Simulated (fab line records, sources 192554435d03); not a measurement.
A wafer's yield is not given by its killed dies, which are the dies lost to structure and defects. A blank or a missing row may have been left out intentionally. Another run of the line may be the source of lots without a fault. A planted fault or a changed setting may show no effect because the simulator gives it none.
Which tool is to blame? | flow n5Finfet | 24 lots with 72 wafers sampled at 6 steps, on a route of 1938 steps

## WHAT THE GAUGES READ, wafer by wafer
N5_BEOL_M8_OCD_MEAS_38.
lot  | measured     | on     | trenchDepthNm (nm)
L074 | day 9 02:59  | ocd-01 | 95.5 92.3 93.4
L076 | day 9 15:17  | ocd-01 | 92.5 92.0 91.3
L075 | day 9 15:29  | ocd-02 | 93.4 92.4 95.1
L077 | day 10 05:53 | ocd-01 | 93.7 95.0 93.9
L079 | day 10 14:14 | ocd-01 | 92.1 93.5 94.1
L078 | day 10 14:22 | ocd-02 | 92.2 94.1 93.7
L080 | day 10 18:23 | ocd-02 | 93.3 92.6 94.7
L081 | day 11 10:04 | ocd-01 | 92.6 95.7 95.4
L082 | day 11 18:50 | ocd-01 | 94.2 94.2 94.4
L083 | day 12 08:50 | ocd-01 | 94.3 94.9 94.2
L084 | day 12 14:45 | ocd-01 | 94.1 93.9 93.8
L085 | day 13 11:28 | ocd-02 | 94.1 95.4 94.6
L087 | day 13 11:48 | ocd-02 | 92.0 93.8 91.5
L086 | day 13 11:55 | ocd-01 | 93.2 94.5 93.9
L088 | day 13 17:44 | ocd-02 | 94.2 93.8 95.0
L090 | day 13 20:26 | ocd-01 | 92.5 93.6 92.6
L089 | day 13 20:34 | ocd-02 | 92.5 91.9 94.3
L091 | day 14 05:37 | ocd-01 | 94.5 92.9 93.4
L092 | day 14 06:10 | ocd-02 | 93.9 94.9 94.6
L093 | day 14 13:53 | ocd-02 | 93.7 94.0 93.5
L094 | day 14 13:58 | ocd-01 | 94.1 92.3 93.2
L095 | day 15 00:08 | ocd-02 | 92.8 94.1 93.2
L096 | day 15 16:53 | ocd-01 | 94.1 93.1 93.1
L097 | day 16 03:10 | ocd-01 | 93.4 93.0 93.8

N5_BEOL_M9_THK_MEAS_01.
lot  | measured     | on           | M9_ILD_THK (nm)
L074 | day 9 09:16  | filmMetro-01 | 267.8 267.5 271.3
L076 | day 9 18:41  | filmMetro-01 | 261.1 267.5 270.2
L075 | day 9 19:07  | filmMetro-01 | 267.1 271.3 269.3
L077 | day 10 09:44 | filmMetro-02 | 265.6 273.5 268.2
L079 | day 10 20:13 | filmMetro-01 | 265.8 268.6 271.1
L078 | day 10 20:26 | filmMetro-01 | 265.0 263.2 269.2
L080 | day 10 22:03 | filmMetro-02 | 266.4 265.2 268.1
L081 | day 11 14:22 | filmMetro-01 | 269.0 264.8 269.5
L082 | day 11 22:20 | filmMetro-02 | 268.0 267.4 270.7
L083 | day 12 13:00 | filmMetro-02 | 263.8 264.0 265.6
L084 | day 12 18:44 | filmMetro-01 | 267.8 268.0 270.7
L085 | day 13 14:26 | filmMetro-02 | 265.8 272.7 270.7
L087 | day 13 14:41 | filmMetro-02 | 268.2 274.0 271.0
L086 | day 13 15:41 | filmMetro-01 | 263.4 265.8 269.9
L088 | day 13 20:42 | filmMetro-02 | 265.4 263.2 270.5
L090 | day 13 23:45 | filmMetro-01 | 261.5 265.2 264.4
L089 | day 14 00:10 | filmMetro-02 | 265.2 269.4 267.4
L091 | day 14 08:48 | filmMetro-01 | 267.8 268.0 271.7
L092 | day 14 09:31 | filmMetro-01 | 267.2 265.1 270.2
L093 | day 14 17:30 | filmMetro-02 | 265.7 261.1 268.3
L094 | day 14 19:24 | filmMetro-02 | 267.9 262.0 270.8
L095 | day 15 04:03 | filmMetro-02 | 262.3 260.5 267.7
L096 | day 15 21:10 | filmMetro-01 | 261.5 270.5 265.1
L097 | day 16 06:38 | filmMetro-01 | 264.7 271.1 267.3

N5_BEOL_M9_OVL_MEAS_12.
lot  | measured     | on         | M9_OVL (nm)
L074 | day 9 09:59  | overlay-02 | -0.2 0.3 0.4
L076 | day 9 21:41  | overlay-01 | 0.0 0.5 -0.9
L075 | day 9 21:52  | overlay-01 | -0.3 -0.2 0.1
L077 | day 10 11:19 | overlay-01 | -0.1 0.3 0.2
L079 | day 10 20:46 | overlay-02 | 0.6 1.2 1.6
L078 | day 10 21:07 | overlay-02 | 0.7 0.3 1.5
L080 | day 11 00:37 | overlay-02 | 0.4 0.6 0.7
L081 | day 11 15:52 | overlay-01 | 0.3 0.8 0.6
L082 | day 11 23:07 | overlay-01 | 1.3 0.8 0.7
L083 | day 12 15:23 | overlay-02 | 0.4 1.5 -0.1
L084 | day 12 20:14 | overlay-02 | -0.4 -1.0 0.5
L085 | day 13 18:12 | overlay-01 | 0.9 0.4 0.5
L087 | day 13 18:14 | overlay-02 | 0.5 -0.3 1.5
L086 | day 13 18:34 | overlay-02 | 0.3 1.0 0.6
L088 | day 13 21:38 | overlay-02 | 1.9 1.6 1.0
L090 | day 14 01:10 | overlay-01 | 0.5 1.2 1.1
L089 | day 14 01:20 | overlay-02 | -0.5 0.3 0.5
L091 | day 14 09:59 | overlay-02 | 1.3 1.8 1.4
L092 | day 14 10:38 | overlay-02 | 0.1 -0.7 -0.4
L093 | day 14 20:00 | overlay-02 | -0.4 0.2 1.0
L094 | day 14 20:14 | overlay-01 | 1.5 0.1 -0.7
L095 | day 15 05:33 | overlay-02 | -0.4 -0.7 -0.4
L096 | day 15 22:46 | overlay-01 | 1.7 1.8 0.2
L097 | day 16 09:06 | overlay-02 | 1.5 0.2 0.4

N5_BEOL_M9_OVL_MEAS_29.
lot  | measured     | on         | V8_OVL (nm)
L074 | day 9 14:02  | overlay-02 | -0.1 -0.6 -1.0
L076 | day 9 22:52  | overlay-01 | -0.1 -1.2 0.0
L075 | day 9 23:05  | overlay-02 | 0.1 0.4 0.0
L077 | day 10 13:35 | overlay-02 | 1.1 0.3 0.6
L079 | day 11 00:44 | overlay-01 | 1.0 0.4 0.0
L078 | day 11 00:33 | overlay-01 | -0.4 0.2 -0.4
L080 | day 11 01:38 | overlay-01 | -0.2 -0.2 0.1
L081 | day 11 18:19 | overlay-02 | 0.7 1.0 0.6
L082 | day 12 01:47 | overlay-01 | -0.8 -0.6 -0.5
L083 | day 12 16:22 | overlay-01 | -0.2 -0.4 -0.8
L084 | day 12 22:40 | overlay-02 | 0.0 0.1 0.0
L085 | day 13 19:12 | overlay-01 | 0.3 0.4 0.2
L087 | day 13 19:25 | overlay-02 | 0.5 -0.4 -0.2
L086 | day 13 20:30 | overlay-01 | 0.8 1.0 1.1
L088 | day 13 23:00 | overlay-01 | 0.9 0.6 0.8
L090 | day 14 02:40 | overlay-01 | -0.2 -0.4 0.3
L089 | day 14 02:44 | overlay-02 | -0.1 -0.4 -0.4
L091 | day 14 12:24 | overlay-02 | -0.8 -0.1 0.4
L092 | day 14 12:22 | overlay-01 | 0.8 1.1 1.3
L093 | day 14 23:40 | overlay-01 | -1.3 -0.8 -1.0
L094 | day 15 00:21 | overlay-02 | -0.6 -0.4 -0.7
L095 | day 15 06:32 | overlay-02 | 1.0 0.8 0.9
L096 | day 16 02:35 | overlay-01 | -0.3 0.1 0.6
L097 | day 16 13:40 | overlay-02 | 0.2 0.0 0.1

## WHICH TOOL RAN EACH LOT (tool, then ch and the chambers of the sampled wafers, then the start)
lot  | N5_BEOL_M8_SPUTTER_48       | N5_BEOL_M8_ANNEAL_51
L074 | pvdSputter-03, day 9 07:40  | rtpAnneal-02 ch 0, day 9 07:55
L076 | pvdSputter-03, day 9 17:02  | rtpAnneal-02 ch 0, day 9 17:17
L075 | pvdSputter-03, day 9 17:20  | rtpAnneal-01 ch 0, day 9 17:42
L077 | pvdSputter-02, day 10 07:47 | rtpAnneal-02 ch 0, day 10 08:19
L079 | pvdSputter-03, day 10 17:37 | rtpAnneal-02 ch 0, day 10 17:55
L078 | pvdSputter-02, day 10 17:46 | rtpAnneal-01 ch 0, day 10 17:59
L080 | pvdSputter-02, day 10 20:28 | rtpAnneal-01 ch 0, day 10 20:40
L081 | pvdSputter-01, day 11 11:33 | rtpAnneal-02 ch 0, day 11 11:59
L082 | pvdSputter-02, day 11 20:30 | rtpAnneal-02 ch 0, day 11 20:43
L083 | pvdSputter-03, day 12 10:32 | rtpAnneal-01 ch 0, day 12 11:35
L084 | pvdSputter-02, day 12 16:24 | rtpAnneal-01 ch 0, day 12 16:53
L085 | pvdSputter-01, day 13 12:47 | rtpAnneal-02 ch 0, day 13 13:08
L087 | pvdSputter-01, day 13 13:00 | rtpAnneal-02 ch 0, day 13 13:24
L086 | pvdSputter-02, day 13 13:23 | rtpAnneal-02 ch 0, day 13 14:18
L088 | pvdSputter-01, day 13 19:01 | rtpAnneal-01 ch 0, day 13 19:19
L090 | pvdSputter-01, day 13 21:52 | rtpAnneal-02 ch 0, day 13 22:22
L089 | pvdSputter-03, day 13 22:02 | rtpAnneal-01 ch 0, day 13 22:53
L091 | pvdSputter-02, day 14 07:13 | rtpAnneal-01 ch 0, day 14 07:26
L092 | pvdSputter-03, day 14 07:55 | rtpAnneal-02 ch 0, day 14 08:08
L093 | pvdSputter-03, day 14 15:26 | rtpAnneal-02 ch 0, day 14 16:07
L094 | pvdSputter-02, day 14 15:31 | rtpAnneal-02 ch 0, day 14 16:23
L095 | pvdSputter-03, day 15 01:59 | rtpAnneal-01 ch 0, day 15 02:11
L096 | pvdSputter-01, day 15 18:55 | rtpAnneal-01 ch 0, day 15 19:34
L097 | pvdSputter-02, day 16 04:39 | rtpAnneal-01 ch 0, day 16 05:16
- N5_BEOL_M8_SPUTTER_48: material Cu, target thk 10 nm, time 1.667 s.
- N5_BEOL_M8_ANNEAL_51: time 90 s.

## AS READ BY THE TOOLS THEMSELVES (means over the sampled wafers that have a number; for cases with no such wafer, the mark the record gives instead)
N5_BEOL_M8_SPUTTER_48.
lot  | tool          | cathodeDcPowerW (W) | chuckGasFlowSccm (sccm) | susceptorTempC (C) | throttleValvePct (%)
L074 | pvdSputter-03 | 26003               | 1.30                    | -19.99             | 30.4
L076 | pvdSputter-03 | 26004               | 1.23                    | -20.04             | 30.5
L075 | pvdSputter-03 | 25998               | 1.24                    | -19.97             | 30.6
L077 | pvdSputter-02 | 26001               | 1.23                    | -20.00             | 28.5
L079 | pvdSputter-03 | 25995               | 1.24                    | -19.99             | 29.5
L078 | pvdSputter-02 | 26003               | 1.21                    | -19.97             | 28.8
L080 | pvdSputter-02 | 26009               | 1.22                    | -19.95             | 28.9
L081 | pvdSputter-01 | 25999               | 1.21                    | -20.07             | 30.1
L082 | pvdSputter-02 | 25998               | 1.23                    | -19.97             | 28.7
L083 | pvdSputter-03 | 26005               | 1.28                    | -20.05             | 30.3
L084 | pvdSputter-02 | 26001               | 1.26                    | -19.99             | 29.3
L085 | pvdSputter-01 | 26005               | 1.30                    | -19.89             | 29.4
L087 | pvdSputter-01 | 26000               | 1.23                    | -19.99             | 30.0
L086 | pvdSputter-02 | 26003               | 1.24                    | -19.97             | 29.3
L088 | pvdSputter-01 | 26004               | 1.24                    | -20.03             | 29.3
L090 | pvdSputter-01 | 26001               | 1.28                    | -19.97             | 29.5
L089 | pvdSputter-03 | 25995               | 1.28                    | -19.99             | 30.2
L091 | pvdSputter-02 | 26001               | 1.22                    | -20.11             | 28.8
L092 | pvdSputter-03 | 26001               | 1.29                    | -19.97             | 29.6
L093 | pvdSputter-03 | 26002               | 1.24                    | -20.02             | 30.2
L094 | pvdSputter-02 | 26000               | 1.24                    | -19.97             | 29.4
L095 | pvdSputter-03 | 26002               | 1.24                    | -20.12             | 29.6
L096 | pvdSputter-01 | 25999               | 1.21                    | -19.95             | 29.4
L097 | pvdSputter-02 | 26006               | 1.24                    | -19.95             | 29.2

N5_BEOL_M8_ANNEAL_51.
lot  | tool         | wafer_temp_C_max
L074 | rtpAnneal-02 | 226.06
L076 | rtpAnneal-02 | 225.93
L075 | rtpAnneal-01 | 226.25
L077 | rtpAnneal-02 | 226.26
L079 | rtpAnneal-02 | 225.86
L078 | rtpAnneal-01 | 226.09
L080 | rtpAnneal-01 | 226.27
L081 | rtpAnneal-02 | 225.99
L082 | rtpAnneal-02 | 226.16
L083 | rtpAnneal-01 | 226.06
L084 | rtpAnneal-01 | 226.46
L085 | rtpAnneal-02 | 226.18
L087 | rtpAnneal-02 | 225.99
L086 | rtpAnneal-02 | 226.08
L088 | rtpAnneal-01 | 225.81
L090 | rtpAnneal-02 | 225.96
L089 | rtpAnneal-01 | 226.08
L091 | rtpAnneal-01 | 226.46
L092 | rtpAnneal-02 | 226.01
L093 | rtpAnneal-02 | 225.96
L094 | rtpAnneal-02 | 225.77
L095 | rtpAnneal-01 | 226.41
L096 | rtpAnneal-01 | 226.12
L097 | rtpAnneal-01 | 226.04

## THE ANSWER, worked out from the rows above alone
Rule: the usual values come from the lots themselves. Put in order of their means at a reading, lots are off if they are a third of the lots or fewer, leave a main group of 4 or more, and stand apart from it by a gap of 3 or more times the standard deviation of the main group's means; of several such gaps the widest counts. Not used: any main group whose means are identical at the precision the tables above print for the reading. Also off: a lot with no number at a reading for which 4 or more lots have one. Any other lot the step has rows for is counted as sound. First the gauges in route order, then the tools' own readings, where a lot's mean is used as printed above. At the first step where some lot is off, the reading lying furthest off is the one used; lots without a number count as furthest.
None of the lots is off at any reading shown; this tells nothing.

## WHAT THE SIMULATOR HAD INSERTED
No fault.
